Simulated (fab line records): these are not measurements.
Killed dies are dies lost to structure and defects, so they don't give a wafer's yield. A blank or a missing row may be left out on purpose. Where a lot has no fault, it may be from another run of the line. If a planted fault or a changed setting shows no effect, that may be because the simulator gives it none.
Code-filled problem report in 8D (eight disciplines) form || flow n5Finfet || the parts of the form that need people (team, actions taken, sign-off) are left out

== 1. PROBLEM STATEMENT ==
Mean of rfFwdPowerW at N5_BEOL_M9_ETCH_61: 666.4 W across 6 wafers in 2 lots; on wafers with no fault it is 538.2 W (standard deviation 2.8). That is +46 standard deviations from the usual mean.
The step: etches SiARC in CF4, target depth 39 nm, time 65 s.
Earliest sighting: wafer L431.1 on rieDiel-05 at day 12 01:01. The record holds 30 wafers of 10 lots with a number at this step. The rule behind "out" and "out of limits": a value lying over 4 standard deviations away from the usual mean. The rest of the wafers with a number are treated as sound.

== 2. WHAT THIS IS AND IS NOT ==
{"question": "which readings at this step", "is": "rfFwdPowerW, etchRfOnTimeS, rfVppV", "is not": "drypumpMotorCurrentA, showerheadPlenumPTorr, throttleValvePct"}
{"question": "which lots", "is": "L431, L436", "is not": "L424, L425, L437, L438, L439, L444, L446, L447"}
{"question": "which wafers of those lots", "is": "all that have a number", "is not": "-"}
{"question": "read on which tools", "is": "rieDiel-05", "is not": "rieDiel-03, rieDiel-06"}
{"question": "when", "is": "from day 12 01:01", "is not": "up to then (6 sound wafers); but 18 sound wafers of L437, L438, L439, L444, L446, L447 came after"}

== 3. SUSPECTS, AND WHAT RULES EACH OUT ==
Counting: a tool at any process step up to the reading remains a suspect when it ran all the lots that are out and ran no sound lot after the first of those.
- pvdSputter-03 at N5_BEOL_M8_SPUTTER_48 (material Cu, target thk 10 nm, time 1.667 s): ruled out as a lasting fault. The sound lots L437, L438, L446 went through it after L431, its earliest lot that is out (day 11 19:58).
- rieDiel-05 at N5_BEOL_M9_DESCUM_16 (chemistry O2, time 7.9 s): kept. All lots that are out passed through it, beginning with L431 at day 12 00:58, and no sound lot followed; its final sound lot before that point was L425 at day 9 22:08.
- rieDiel-05 at N5_BEOL_M9_ETCH_61 (etches SiARC in CF4, target depth 39 nm, time 65 s): kept. All lots that are out passed through it, beginning with L431 at day 12 01:01, and no sound lot followed; its final sound lot before that point was L425 at day 9 22:10. Its own etchRfOnTimeS, rfFwdPowerW, rfVppV readings are out on those wafers.
What counting leaves: rieDiel-05 at N5_BEOL_M9_DESCUM_16 and rieDiel-05 at N5_BEOL_M9_ETCH_61.

== 4. THE CAUSE (what the simulator had put in) ==
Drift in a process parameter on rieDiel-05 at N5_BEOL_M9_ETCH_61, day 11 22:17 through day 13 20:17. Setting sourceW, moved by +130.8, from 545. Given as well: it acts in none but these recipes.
2 suspects survive the count, and this tool is in that group.

== 5. THE EFFECT CHAIN, in route order ==
One row per reading whose mean, taken over the struck wafers that have a number, lies over 3 standard deviations from the usual. Readings are gone through only where the record gives a usual standard deviation; hours: the median, over the lots, of the time from a lot's start at the first step in this table giving one to that lot's start at this step; sigmas: the change measured in usual standard deviations.
{"hours": 0, "step": "N5_BEOL_M9_ETCH_61", "reading": "etchRfOnTimeS", "usual": "64.8 s", "on struck wafers": 53.3, "change": -11.5, "sigmas": -8.9}
{"hours": 0, "step": "N5_BEOL_M9_ETCH_61", "reading": "rfFwdPowerW", "usual": "538.2 W", "on struck wafers": 666.4, "change": "+128.1", "sigmas": "+46"}
{"hours": 0, "step": "N5_BEOL_M9_ETCH_61", "reading": "rfVppV", "usual": "184.3 V", "on struck wafers": 170.8, "change": -13.6, "sigmas": -14}
Process steps it contains:
- N5_BEOL_M9_ETCH_61: etches SiARC in CF4, target depth 39 nm, time 65 s.

== 6. HOW IT WOULD HAVE BEEN CAUGHT EARLIER ==
First out-of-limits reading in this record: day 12 01:01, which is 3 hours after fault onset at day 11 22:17.
